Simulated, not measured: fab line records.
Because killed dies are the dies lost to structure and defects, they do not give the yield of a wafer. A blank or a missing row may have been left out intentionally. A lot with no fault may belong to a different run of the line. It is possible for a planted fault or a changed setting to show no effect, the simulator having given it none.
fab line records	flow n5-finfet
[record] lots = 7	wafers = 21
route steps=1938 shown SD_EPI_N@269 SDB@373 HKMG_FIN@428 MOL_CONTACT_COAG@595 BEOL_M0_SAQP@637 BEOL_M0_CUTY@702 BEOL_M1@754
start-h: hours from the record's first day to the start of the lot's first wafer shown	wait-h: how many hours have passed since the lot's step before this one	" unchanged from the row above	L1.1+2: a single row standing in for several wafers	- either no value or no given start	* or withheld: withheld	< > ~ a bound
route shown NAME@n: NAME is a module with steps in the file, n the number in the route of the first one	usual: mean/standard deviation taken from wafers without a fault	same: alike in all rows	chamber/n: place in a boat	sites: readings site by site	_std_site: standard deviation of those values	_edge_site: inner sites' mean taken away from outer sites' mean	radius-mm: how far each site lies from the wafer's centre	mask NAME#n: copy n	behind: tool/chamber where the wafer was last shaped	hold: the reason the lot was held/the length of the hold in hours/how it ended	device: transistor that didn't switch, given as n, p or np	end of line: the route-end tests of the same wafers	where a step has no rows: the recipe by itself	killed: not the wafer's yield, but the dies lost to structure and defects at the first sort	map: dies across one wafer; x = killed, . = not, _ = none there
set.NAME: the run value of the setting; set.NAME@STEP: its run value at that earlier step	model.NAME: the simulator's own value behind a step, which no gauge read
lots where settings were altered on purpose, with a table for each step and a row for each wafer
[[steps]]
[step N5_SD_EPI_N_DEVELOP_08]
[recipe] develop-time-s = 30	developer = TMAH	resist = CAR-ArF-block	dev-temp-c = 23	rinse-liquid = diw	dry = air-spin
lot.wafer	tool	chamber	start-h	wait-h	set.develop-time-s
L074.2+5+6	litho-track-05	0	-	-	36.14
L076.2	litho-track-01	0	-	-	31.73
L076.3+5	"	0	"	"	30
L082.1+3+6	litho-track-04	0	-	-	30
L083.1+2+6	litho-track-01	0	-	-	30
L084.1+6	litho-track-04	0	-	-	30
L084.5	"	0	"	"	24.43
L085.2+3+6	litho-track-05	0	-	-	36.19
L086.1+2	litho-track-05	0	-	-	30
L086.3	"	0	"	"	27.14
[step N5_SD_EPI_N_CD_MEAS_09]
[recipe] target-cd-nm = 120	landing-energy-ev = 500	detector = se-inlens
[usual] cd-nm = 120.0/0.67
lot.wafer	tool	chamber	start-h	wait-h	set.dose-mj@SD_EPI_N_EXPOSE_06	cd-nm
L074.2	cd-sem-02	0	47.44	-	36.86	116.1
L074.5	"	0	"	"	36.86	116.1
L074.6	"	0	"	"	39.75	120.6
L076.2	cd-sem-03	0	63.17	-	38.46	118.7
L076.3	"	0	"	"	38.46	117.9
L076.5	"	0	"	"	39.75	120.3
L082.1	cd-sem-01	0	96.73	-	39.75	119.1
L082.3	"	0	"	"	39.75	118.7
L082.6	"	0	"	"	39.75	119.1
L083.1	cd-sem-03	0	103.23	-	39.75	119.3
L083.2	"	0	"	"	39.75	120.4
L083.6	"	0	"	"	39.75	119.2
L084.1	cd-sem-02	0	110.16	-	39.75	119.4
L084.5	"	0	"	"	39.75	118.0
L084.6	"	0	"	"	38.5	116.9
L085.2	cd-sem-03	0	115.17	-	40.72	123.4
L085.3	"	0	"	"	39.75	120.4
L085.6	"	0	"	"	40.72	123.6
L086.1	cd-sem-01	0	122.81	-	39.75	119.9
L086.2	"	0	"	"	38.51	117.9
L086.3	"	0	"	"	39.75	119.9
[step N5_SD_EPI_N_DESCUM_14]
[recipe] chemistry = O2	time-s = 7.9	source-power-w = 50	bias-power-w = 20	pressure-mtorr = 20	rf-frequency-hz = 2.712e+07	temp-c = 40	resist = CAR-ArF-block	o2-flow-sccm = 225
lot.wafer	tool	chamber	start-h	wait-h	set.dose-mj@SD_EPI_N_EXPOSE_06	model.SD_EPI_N.cd-nm
L074.2+5	rie-diel-02	0,2	47.63	0.1	36.86	115.8
L074.6	"	3	"	"	39.75	120.4
L076.2	rie-diel-02	2	63.26	0.0	38.46	118.6
L076.3	"	0	"	"	38.46	117.6
L076.5	"	0	"	"	39.75	120.2
L082.1	rie-diel-02	3	96.82	0.0	39.75	119.2
L082.3	"	0	"	"	39.75	118.8
L082.6	"	3	"	"	39.75	119
L083.1	rie-diel-02	2	103.32	0.0	39.75	119.6
L083.2	"	1	"	"	39.75	120.2
L083.6	"	2	"	"	39.75	119.4
L084.1	rie-diel-04	2	110.25	0.0	39.75	119.6
L084.5	"	1	"	"	39.75	118.2
L084.6	"	0	"	"	38.5	117.2
L085.2	rie-diel-02	2	115.25	0.0	40.72	122.8
L085.3	"	0	"	"	39.75	120.2
L085.6	"	1	"	"	40.72	123.2
L086.1	rie-diel-04	0	122.89	0.0	39.75	119.8
L086.2	"	2	"	"	38.51	117.6
L086.3	"	1	"	"	39.75	120.2
[step N5_SD_EPI_N_ETCH_34]
[recipe] chemistry = CF4	target = SiARC	target-depth-a = 455	mask-material = CAR-ArF-block	time-s = 75.8	ion-energy-ev = 80	pressure-mtorr = 40	source-w = 545	bias-w = 36	Ar_flow_sccm = 100	cf4-flow-sccm = 100	ends = cleared
lot.wafer	tool	chamber	start-h	wait-h	set.dose-mj@SD_EPI_N_EXPOSE_06	model.SD_EPI_N.cd-nm
L074.2	rie-diel-02	0	47.67	0.0	36.86	116
L074.5	"	2	"	"	36.86	115.6
L074.6	"	3	"	"	39.75	120
L076.2	rie-diel-02	2	63.30	0.0	38.46	118.4
L076.3	"	0	"	"	38.46	117.8
L076.5	"	0	"	"	39.75	120.2
L082.1	rie-diel-02	3	96.86	0.0	39.75	119.2
L082.3+6	"	0,3	"	"	39.75	118.8
L083.1	rie-diel-02	2	103.36	0.0	39.75	119.2
L083.2	"	1	"	"	39.75	120.2
L083.6	"	2	"	"	39.75	119
L084.1	rie-diel-04	2	110.29	0.0	39.75	119.2
L084.5	"	1	"	"	39.75	118.4
L084.6	"	0	"	"	38.5	117
L085.2	rie-diel-02	2	115.29	0.0	40.72	122.8
L085.3	"	0	"	"	39.75	120.4
L085.6	"	1	"	"	40.72	123.2
L086.1	rie-diel-04	0	122.93	0.0	39.75	119.8
L086.2	"	2	"	"	38.51	117.4
L086.3	"	1	"	"	39.75	120.2
[step N5_SDB_ALD_29]
[recipe] material = SiNx	target-thk-a = 300	temp-c = 400	ald-precursor-family = SiH2I2	ald-co-reactant = N2/H2-plasma	pulse-time-s = 1	ald-cycles = 600	purge-time-s = 2	co-reactant-purge-time-s = 2	pressure-torr = 2
lot.wafer	tool	chamber	start-h	wait-h	set.ald-cycles	model.SiNx_of_SDB_ALD_29.thk-nm
L074.2	ald-sin-02	3	65.18	0.0	667	33.4
L074.5+6	"	1,0	66.54	1.4	600	30
L076.2+5	ald-sin-02	2,0	80.12	0.0	600	30
L076.3	"	0	"	"	600	30.2
L082.1	ald-sin-02	3	115.13	0.0	600	30
L082.3	"	1	"	"	638	32
L082.6	"	3	116.48	1.4	638	31.8
L083.1	ald-sin-02	2	121.91	0.3	600	29.8
L083.2+6	"	1,0	"	"	600	30
L084.1	ald-sin-01	0	127.36	0.0	655	32.6
L084.5	"	3	128.72	1.4	600	30.4
L084.6	"	0	"	"	600	29.8
L085.2	ald-sin-01	3	132.64	0.0	600	30.2
L085.3+6	"	2	"	"	688	34.4
L086.1	ald-sin-02	0	139.69	0.0	644	32.2
L086.2	"	3	"	"	600	29.8
L086.3	"	1	"	"	600	30.2
[step N5_HKMG_FIN_PEB_10]
[recipe] peb-temp-c = withheld	peb-time-s = 60	resist = CAR-ArF
lot.wafer	tool	chamber	start-h	wait-h	set.peb-time-s
L074.2+6	litho-track-05	0	73.27	0.0	50.97
L074.5	"	0	"	"	60
L076.2+3+5	litho-track-05	0	88.30	0.0	60
L082.1+3	litho-track-05	0	122.97	0.1	60
L082.6	"	0	"	"	51.65
L083.1+2+6	litho-track-03	0	129.90	0.1	60
L084.1+5+6	litho-track-03	0	135.29	0.1	60
L085.2+3+6	litho-track-03	0	141.18	0.0	60
L086.1+2	litho-track-03	0	147.61	0.1	60
L086.3	"	0	"	"	63.72
[step N5_HKMG_FIN_DEVELOP_11]
[recipe] develop-time-s = 30	developer = TMAH	resist = CAR-ArF	dev-temp-c = 23	rinse-liquid = diw	dry = air-spin
[step N5_HKMG_FIN_CD_MEAS_12]
[recipe] target-cd-nm = 92.8	landing-energy-ev = 500	detector = se-inlens
[usual] cd-nm = 92.7/0.61
lot.wafer	tool	chamber	start-h	wait-h	set.peb-time-s@HKMG_FIN_PEB_10	cd-nm
L074.2	cd-sem-02	0	73.33	-	50.97	86.9
L074.5	"	0	"	"	60	92.1
L074.6	"	0	"	"	50.97	86.5
L076.2	cd-sem-02	0	88.37	-	60	93.1
L076.3	"	0	"	"	60	93.2
L076.5	"	0	"	"	60	92.7
L082.1	cd-sem-01	0	123.04	-	60	93.0
L082.3	"	0	"	"	60	93.4
L082.6	"	0	"	"	51.65	88.5
L083.1	cd-sem-01	0	129.96	-	60	92.2
L083.2	"	0	"	"	60	93.0
L083.6	"	0	"	"	60	92.8
L084.1	cd-sem-02	0	135.36	-	60	92.3
L084.5	"	0	"	"	60	92.6
L084.6	"	0	"	"	60	92.4
L085.2	cd-sem-01	0	141.25	-	60	92.7
L085.3	"	0	"	"	60	92.6
L085.6	"	0	"	"	60	92.4
L086.1	cd-sem-01	0	147.68	-	60	92.7
L086.2	"	0	"	"	60	92.0
L086.3	"	0	"	"	63.72	94.8
[step N5_HKMG_FIN_ETCH_35]
[recipe] chemistry = N2/H2	target = SOC	target-depth-a = 2158	ion-energy-ev = 65	bias-w = 5	source-w = 3000	time-s = 243.4	pressure-mtorr = 30	n2-flow-sccm = 200	h2-flow-sccm = 200
[usual] rf-vpp-V = 141.5/1.1
lot.wafer	tool	chamber	start-h	wait-h	set.source-w	rf-vpp-V	model.etch.depth-nm	model.HKMG_FIN.feature-depth-nm	model.SOC_of_HKMG_FIN_COAT_29.thk-nm
L074.2	rie-diel-02	1	73.72	0.0	2729	145.8	204.7	204.8	94.6
L074.5	"	2	"	"	2729	148.1	207.3	207.2	92.6
L074.6	"	3	"	"	3000	142.1	225.7	225.6	74.4
L076.2	rie-diel-01	2	88.75	0.0	3000	140.6	213.9	213.8	86.8
L076.3	"	3	"	"	3291	136.4	231.2	231.2	69.4
L076.5	"	0	"	"	3000	141.4	213.5	213.4	87.8
L082.1	rie-diel-01	1	123.43	0.0	3000	142.0	216	216	85.8
L082.3	"	3	"	"	3350	136.2	232.6	232.6	67.8
L082.6	"	0	"	"	3000	141.7	212.3	212.4	88.8
L083.1	rie-diel-04	3	130.35	0.0	3000	141.5	216.4	216.4	84.2
L083.2	"	2	"	"	3000	140.4	225	225	75.4
L083.6	"	1	"	"	3000	141.6	214.1	214.2	86.4
L084.1	rie-diel-04	3	135.97	0.0	3000	141.0	215.9	216	85.6
L084.5	"	0	"	"	3000	139.2	212.3	212.4	89.4
L084.6	"	1	"	"	3000	141.2	211.9	212	90
L085.2	rie-diel-02	3	141.64	0.0	2554	149.9	193.1	193	107.2
L085.3	"	2	"	"	2554	149.8	193.7	193.6	107
L085.6	"	1	"	"	3000	141.0	219.8	219.8	79.4
L086.1	rie-diel-04	3	148.30	0.0	3201	136.7	229.3	229.2	69.6
L086.2	"	1	"	"	3000	141.9	213.3	213.4	85.8
L086.3	"	2	"	"	3000	141.3	222.8	222.8	76.6
[step N5_MOL_CONTACT_COAG_COAT_64]
[recipe] resist = underlayer	temp-c = 205	time-s = 60	spin-rpm = 1500	resist-thk-nm = 10
lot.wafer	tool	chamber	start-h	wait-h	set.spin-rpm	model.underlayer_of_MOL_CONTACT_COAG_COAT_64.thk-nm
L074.2+6	litho-track-04	0	-	-	1552	9.8
L074.5	"	0	"	"	1500	10
L076.2+5	litho-track-01	0	-	-	1620	9.6
L076.3	"	0	"	"	1500	10
L082.1+3+6	litho-track-01	0	-	-	1500	10
L083.1+2+6	litho-track-04	0	-	-	1500	10
L084.1	litho-track-04	0	-	-	1500	10
L084.5+6	"	0	"	"	1654	9.6
L085.2+3	litho-track-01	0	-	-	1500	10
L085.6	"	0	"	"	1614	9.6
L086.1+2+3	litho-track-04	0	-	-	1500	10
[step N5_MOL_CONTACT_COAG_COAT_34]
[recipe] resist = CAR-EUV	spin-rpm = 1500	resist-thk-nm = 40
[step N5_MOL_CONTACT_COAG_EBR_36]
[recipe] solvent = PGMEA	ebr-width-mm = 1.5
[step N5_MOL_CONTACT_COAG_DESCUM_45]
[recipe] chemistry = O2	time-s = 7	source-power-w = 50	bias-power-w = 20	pressure-mtorr = 20	rf-frequency-hz = 2.712e+07	temp-c = 40	resist = CAR-EUV	o2-flow-sccm = 225
[step N5_MOL_CONTACT_COAG_ETCH_65]
[recipe] chemistry = N2/H2	target = underlayer	target-depth-a = 130	mask-material = CAR-EUV	time-s = 10.4	ion-energy-ev = 200	pressure-mtorr = 30	source-w = 840	bias-w = 150	n2-flow-sccm = 200	h2-flow-sccm = 200	ends = cleared
lot.wafer	tool	chamber	start-h	wait-h	set.spin-rpm@MOL_CONTACT_COAG_COAT_64	model.CAR-EUV_of_MOL_CONTACT_COAG_COAT_34.thk-nm	model.etch.depth-nm
L074.2	rie-diel-01	0	97.61	0.0	1552	24.6	9.837
L074.5	"	3	"	"	1500	24.6	10.01
L074.6	"	0	"	"	1552	24.8	9.859
L076.2	rie-diel-01	1	113.13	0.0	1620	25	9.579
L076.3	"	0	"	"	1500	24.4	9.99
L076.5	"	3	"	"	1620	25	9.635
L082.1+3	rie-diel-04	2,3	146.96	0.0	1500	24.6	10.04
L082.6	"	2	"	"	1500	24.6	10.05
L083.1	rie-diel-04	0	153.50	0.0	1500	24.6	10.07
L083.2	"	3	"	"	1500	24.6	10.06
L083.6	"	1	"	"	1500	24.8	10.03
L084.1	rie-diel-02	2	157.52	0.0	1500	24.6	10.07
L084.5	"	3	"	"	1654	25.2	9.577
L084.6	"	0	"	"	1654	25.2	9.564
L085.2	rie-diel-02	2	164.99	0.0	1500	24.8	10.02
L085.3	"	0	"	"	1500	24.6	10.01
L085.6	"	0	"	"	1614	25	9.673
L086.1	rie-diel-04	3	171.86	0.0	1500	24.6	10.02
L086.2	"	0	"	"	1500	24.8	10.02
L086.3	"	2	"	"	1500	24.4	10.04
[step N5_BEOL_M0_SAQP_PECVD_97]
[recipe] material = SiNx	target-thk-a = 230	temp-c = 350	precursor = SiH4/NH3/N2	pressure-torr = 1.5	rf-w = 300	time-s = 19.9
lot.wafer	tool	chamber	start-h	wait-h	set.time-s	model.SiNx_of_BEOL_M0_SAQP_PECVD_97.thk-nm
L074.2	pecvd-02	0	104.76	0.0	21.83	24.8
L074.5	"	0	"	"	21.83	25
L074.6	"	2	"	"	21.83	25.4
L076.2	pecvd-02	0	119.75	0.0	17.82	20
L076.3	"	2	"	"	17.82	20.4
L076.5	"	2	"	"	19.9	23.4
L082.1	pecvd-04	1	155.30	0.0	21.26	24.6
L082.3	"	2	"	"	21.26	24.4
L082.6	"	1	"	"	21.26	24.8
L083.1+2	pecvd-04	2,1	159.55	0.0	19.9	23
L083.6	"	2	"	"	19.9	23.2
L084.1	pecvd-02	2	163.20	0.0	19.9	23
L084.5	"	0	"	"	19.9	23.2
L084.6	"	1	"	"	19.9	22.8
L085.2	pecvd-04	2	171.32	0.0	22.48	25.2
L085.3	"	1	"	"	19.9	22.6
L085.6	"	1	"	"	19.9	22.8
L086.1	pecvd-04	2	179.29	0.0	22.67	25.4
L086.2	"	0	"	"	19.9	22.2
L086.3	"	1	"	"	19.9	22.6
[step N5_BEOL_M0_CUTY_COAT_51]
[recipe] resist = CAR-ArF-block	spin-rpm = 1500	resist-thk-nm = 150
lot.wafer	tool	chamber	start-h	wait-h	set.spin-rpm	model.CAR-ArF-block_of_BEOL_M0_CUTY_COAT_51.thk-nm
L074.2	litho-track-02	0	-	-	1500	149.6
L074.5	"	0	"	"	1500	149.2
L074.6	"	0	"	"	1500	149.4
L076.2+5	litho-track-01	0	-	-	1500	150.4
L076.3	"	0	"	"	1500	150.2
L082.1	litho-track-05	0	-	-	1500	149.8
L082.3	"	0	"	"	1668	141.8
L082.6	"	0	"	"	1668	142.4
L083.1	litho-track-02	0	-	-	1500	150
L083.2	"	0	"	"	1500	149.4
L083.6	"	0	"	"	1500	149.2
L084.1	litho-track-02	0	-	-	1500	149.8
L084.5	"	0	"	"	1647	143.2
L084.6	"	0	"	"	1647	143.4
L085.2	litho-track-05	0	-	-	1500	150
L085.3	"	0	"	"	1568	146.2
L085.6	"	0	"	"	1500	149.8
L086.1	litho-track-01	0	-	-	1546	148.2
L086.2	"	0	"	"	1500	150.2
L086.3	"	0	"	"	1546	147.8
[step N5_BEOL_M0_CUTY_EXPOSE_54]
[recipe] mask-id = M0_ABLK	na = 1.35	source-shape = conventional	sigma-outer = 0.8	polarization = unpolarized	dose-mj = 36
lot.wafer	tool	chamber	start-h	wait-h	mask	set.dose-mj
L074.2+5+6	arfi-scanner-03	0	112.25	-	M0_ABLK#0	36
L076.2+3+5	arfi-scanner-02	0	125.93	-	M0_ABLK#0	36
L082.1+3	arfi-scanner-03	0	161.69	-	M0_ABLK#0	36
L082.6	"	0	"	"	M0_ABLK#0	33.64
L083.1+2+6	arfi-scanner-01	0	166.21	-	M0_ABLK#0	36
L084.1+5	arfi-scanner-01	0	169.41	-	M0_ABLK#0	34.49
L084.6	"	0	"	"	M0_ABLK#0	36
L085.2+3	arfi-scanner-02	0	177.64	-	M0_ABLK#0	34.49
L085.6	"	0	"	"	M0_ABLK#0	36
L086.1+2+3	arfi-scanner-01	0	188.08	-	M0_ABLK#0	34.78
[step N5_BEOL_M0_CUTY_PEB_55]
[recipe] peb-temp-c = 110	peb-time-s = 60	resist = CAR-ArF-block
[step N5_BEOL_M0_CUTY_DEVELOP_56]
[recipe] develop-time-s = 30	developer = TMAH	resist = CAR-ArF-block	rinse-liquid = diw	dry = air-spin	dev-temp-c = 23
[step N5_BEOL_M0_CUTY_DESCUM_61]
[recipe] chemistry = O2	time-s = 7.9	source-power-w = 50	bias-power-w = 20	pressure-mtorr = 20	rf-frequency-hz = 2.712e+07	temp-c = 40	resist = CAR-ArF-block	o2-flow-sccm = 225
[step N5_BEOL_M0_CUTY_ETCH_62]
[recipe] chemistry = CF4	target = SiARC	mask-material = CAR-ArF-block	time-s = 58.5	ion-energy-ev = 80	pressure-mtorr = 40	source-w = 545	bias-w = 36	Ar_flow_sccm = 100	cf4-flow-sccm = 100	ends = cleared
[step N5_BEOL_M0_CUTY_ETCH_63]
[recipe] chemistry = N2/H2	target = SOC	target-depth-a = 827	overetch-a = 165	mask-material = SiARC	temp-c = 40	ion-energy-ev = 200	time-s = 124	pressure-mtorr = 30	source-w = 840	bias-w = 150	n2-flow-sccm = 200	h2-flow-sccm = 200
lot.wafer	tool	chamber	start-h	wait-h	set.dose-mj@BEOL_M0_CUTY_EXPOSE_54	model.BEOL_M0_CUTY.cd-offset-nm
L074.2	rie-diel-02	0	112.56	0.0	36	-0.4
L074.5	"	2	"	"	36	0.2
L074.6	"	3	"	"	36	1
L076.2	rie-diel-04	0	126.22	0.0	36	-1
L076.3	"	2	"	"	36	-0.6
L076.5	"	0	"	"	36	0
L082.1	rie-diel-04	0	162.13	0.0	36	-1
L082.3	"	1	"	"	36	0.4
L082.6	"	1	"	"	33.64	2.8
L083.1	rie-diel-02	3	166.58	0.0	36	0
L083.2	"	0	"	"	36	-0.2
L083.6	"	1	"	"	36	0.4
L084.1+5	rie-diel-04	2,0	169.71	0.0	34.49	3.4
L084.6	"	3	"	"	36	-1.4
L085.2	rie-diel-01	0	178.05	0.0	34.49	1.8
L085.3	"	3	"	"	34.49	2.4
L085.6	"	3	"	"	36	-1.2
L086.1	rie-diel-01	0	188.37	0.0	34.78	2
L086.2	"	3	"	"	34.78	3.4
L086.3	"	1	"	"	34.78	1.2
[step N5_BEOL_M1_HM_DEP_02]
[recipe] material = TiN	target-thk-a = 200	temp-c = 25	chamber-pressure-pa = 0.49996
lot.wafer	tool	chamber	start-h	wait-h	set.target-thk-a	model.TiN_of_BEOL_M1_HM_DEP_02.thk-nm
L074.2	pvd-sputter-01	-	119.36	1.4	200	20.2
L074.5	"	-	"	"	200	19.8
L074.6	"	-	"	"	200	20
L076.2	pvd-sputter-03	-	135.46	1.6	200	20
L076.3	"	-	"	"	224.1	22.6
L076.5	"	-	"	"	200	20.6
L082.1	pvd-sputter-02	-	167.14	0.3	200	19.8
L082.3+6	"	-	"	"	200	20.2
L083.1+2+6	pvd-sputter-03	-	170.91	0.9	200	20
L084.1+6	pvd-sputter-01	-	176.00	1.5	211.2	21.2
L084.5	"	-	"	"	200	20
L085.2	pvd-sputter-03	-	186.56	2.7	226	23
L085.3	"	-	"	"	200	20.2
L085.6	"	-	"	"	200	20
L086.1	pvd-sputter-03	-	195.78	0.3	186.7	18.6
L086.2	"	-	"	"	186.7	18.8
L086.3	"	-	"	"	200	19.8
[step N5_BEOL_M1_COAT_61]
[recipe] resist = SOC	temp-c = 250	time-s = 60	spin-rpm = 1500	resist-thk-nm = 60
[step N5_BEOL_M1_COAT_62]
[recipe] resist = SiARC	temp-c = 220	time-s = 60	spin-rpm = 1500	resist-thk-nm = 12
[step N5_BEOL_M1_STRIP_75]
[recipe] chemistry = N2/H2	temp-c = 40	n2-flow-sccm = 200	h2-flow-sccm = 200	rf-frequency-hz = 6e+07
[step N5_BEOL_M1_STRIP_66]
[recipe] chemistry = CF4	resist = SiARC	power-w = 300	bias-power-w = 75	pressure-mtorr = 50	cf4-flow-sccm = 150	rf-frequency-hz = 6e+07
[step N5_BEOL_M1_HM_OPEN_17]
[recipe] chemistry = Cl2/BCl3	target-depth-a = 200	overetch-a = 60	target = TiN	mask-material = SOC	ion-energy-ev = 150	pressure-mtorr = 10	icp-w = 1000	bias-w = 126	Cl2_flow_sccm = 53.25	bcl3-flow-sccm = 21.75	Ar_flow_sccm = 25
lot.wafer	tool	chamber	start-h	wait-h	set.target-thk-a@BEOL_M1_HM_DEP_02	model.etch.depth-nm
L074.2	rie-metal-03	1	120.12	0.0	200	20.27
L074.5	"	0	"	"	200	19.75
L074.6	"	1	"	"	200	20.02
L076.2	rie-metal-02	0	136.41	0.0	200	20.01
L076.3	"	1	"	"	224.1	22.53
L076.5	"	0	"	"	200	20.53
L082.1	rie-metal-03	1	168.03	0.0	200	19.9
L082.3	"	1	"	"	200	20.25
L082.6	"	1	"	"	200	20.26
L083.1	rie-metal-01	1	171.76	0.0	200	20.08
L083.2	"	0	"	"	200	20.02
L083.6	"	1	"	"	200	20.04
L084.1+6	rie-metal-02	1,0	176.76	0.0	211.2	21.12
L084.5	"	1	"	"	200	20.08
L085.2	rie-metal-03	1	188.06	0.0	226	23.01
L085.3	"	1	"	"	200	20.25
L085.6	"	1	"	"	200	20.03
L086.1	rie-metal-03	0	196.67	0.0	186.7	18.53
L086.2	"	1	"	"	186.7	18.76
L086.3	"	1	"	"	200	19.83
[[key]]
[split] step = N5_SD_EPI_N_DEVELOP_08	setting = develop-time-s	stated = 30	by = wafer
response none clear
[split] step = N5_SDB_ALD_29	setting = ald-cycles	stated = 600	by = wafer
[response] step = N5_SDB_ALD_29	reading = model.SiNx_of_SDB_ALD_29.thk-nm	change = +0.291	per = 1%	r = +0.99
[split] step = N5_HKMG_FIN_PEB_10	setting = peb-time-s	stated = 60	by = wafer
[response] step = N5_HKMG_FIN_CD_MEAS_12	reading = cd-nm	change = +0.352	per = 1%	r = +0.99
[split] step = N5_HKMG_FIN_ETCH_35	setting = source-w	stated = 3000	by = wafer
[response] step = N5_HKMG_FIN_ETCH_35	reading = rf-vpp-V	change = -0.554	per = 1%	r = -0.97
[response] step = N5_HKMG_FIN_ETCH_35	reading = model.etch.depth-nm	change = +1.78	per = 1%	r = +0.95
[response] step = N5_HKMG_FIN_ETCH_35	reading = model.HKMG_FIN.feature-depth-nm	change = +1.78	per = 1%	r = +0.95
[response] step = N5_HKMG_FIN_ETCH_35	reading = model.SOC_of_HKMG_FIN_COAT_29.thk-nm	change = -1.84	per = 1%	r = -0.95
[split] step = N5_MOL_CONTACT_COAG_COAT_64	setting = spin-rpm	stated = 1500	by = wafer
[response] step = N5_MOL_CONTACT_COAG_COAT_64	reading = model.underlayer_of_MOL_CONTACT_COAG_COAT_64.thk-nm	change = -0.0462	per = 1%	r = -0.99
[response] step = N5_MOL_CONTACT_COAG_ETCH_65	reading = model.CAR-EUV_of_MOL_CONTACT_COAG_COAT_34.thk-nm	change = +0.0568	per = 1%	r = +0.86
[response] step = N5_MOL_CONTACT_COAG_ETCH_65	reading = model.etch.depth-nm	change = -0.0475	per = 1%	r = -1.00
[split] step = N5_BEOL_M0_SAQP_PECVD_97	setting = time-s	stated = 19.9	by = wafer
[response] step = N5_BEOL_M0_SAQP_PECVD_97	reading = model.SiNx_of_BEOL_M0_SAQP_PECVD_97.thk-nm	change = +0.228	per = 1%	r = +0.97
[split] step = N5_BEOL_M0_CUTY_COAT_51	setting = spin-rpm	stated = 1500	by = wafer
[response] step = N5_BEOL_M0_CUTY_COAT_51	reading = model.CAR-ArF-block_of_BEOL_M0_CUTY_COAT_51.thk-nm	change = -0.69	per = 1%	r = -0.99
[split] step = N5_BEOL_M0_CUTY_EXPOSE_54	setting = dose-mj	stated = 36	by = wafer
[response] step = N5_BEOL_M0_CUTY_ETCH_63	reading = model.BEOL_M0_CUTY.cd-offset-nm	change = -0.695	per = 1%	r = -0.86
[split] step = N5_BEOL_M1_HM_DEP_02	setting = target-thk-a	stated = 200	by = wafer
[response] step = N5_BEOL_M1_HM_DEP_02	reading = model.TiN_of_BEOL_M1_HM_DEP_02.thk-nm	change = +0.204	per = 1%	r = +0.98
[response] step = N5_BEOL_M1_HM_OPEN_17	reading = model.etch.depth-nm	change = +0.201	per = 1%	r = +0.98
split outside-this-file step=N5_SD_EPI_N_EXPOSE_06 setting=dose-mj
// split outside-this-file: this setting was split too, and the file shows its column; the key of that split is in another file
